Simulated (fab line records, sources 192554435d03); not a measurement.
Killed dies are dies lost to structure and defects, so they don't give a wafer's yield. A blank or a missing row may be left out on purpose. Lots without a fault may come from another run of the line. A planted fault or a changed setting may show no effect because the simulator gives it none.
Chamber matching | flow n5_finfet | N5_BEOL_M11_PECVD_70 on pecvd-03: 3 sister chambers
The step deposits SiO2 from TEOS/O2, target thk 20 nm, time 22.7 s. 3 wafers are shown with their chamber, then 9 later ones without.

WAFERS WITH THEIR CHAMBER
wafer  | chamber | showerhead_plenum_p_Torr (Torr)
L090.6 | 0       | 8.78
L088.1 | 1       | 8.96
L088.6 | 2       | 8.75

WAFERS WITHOUT THEIR CHAMBER
wafer  | showerhead_plenum_p_Torr (Torr)
L089.1 | 8.77
L089.3 | 8.94
L089.5 | 8.74
L094.2 | 8.95
L094.4 | 8.75
L094.6 | 8.74
L096.2 | 8.73
L096.4 | 8.73
L096.6 | 8.75

WHICH CHAMBER EACH WENT THROUGH
wafer  | from the rows above     | in truth
L089.1 | can't be placed: 0 or 2 | 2
L089.3 | 1                       | 1
L089.5 | 2                       | 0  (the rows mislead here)
L094.2 | 1                       | 1
L094.4 | 2                       | 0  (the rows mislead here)
L094.6 | 2                       | 2
L096.2 | 2                       | 2
L096.4 | 2                       | 2
L096.6 | 2                       | 2
Placed correctly: 6 of 9. Can't be placed from these rows: 1 (the true chamber is among the candidates in 1). Placed wrongly: 2.
How it was worked out, from the rows above alone: a wafer's distance from a chamber is the root of the sum, over the readings, of the square of ((its reading less the chamber's mean) divided by the reading's scatter). The wafer belongs to the nearest chamber; if the next one is less than 2 further off, it can't be placed. A chamber's mean is the mean of its shown wafers. The scatter: with one shown wafer a chamber, the root of the mean of the squares of how far each hidden wafer lies from its nearest shown one.
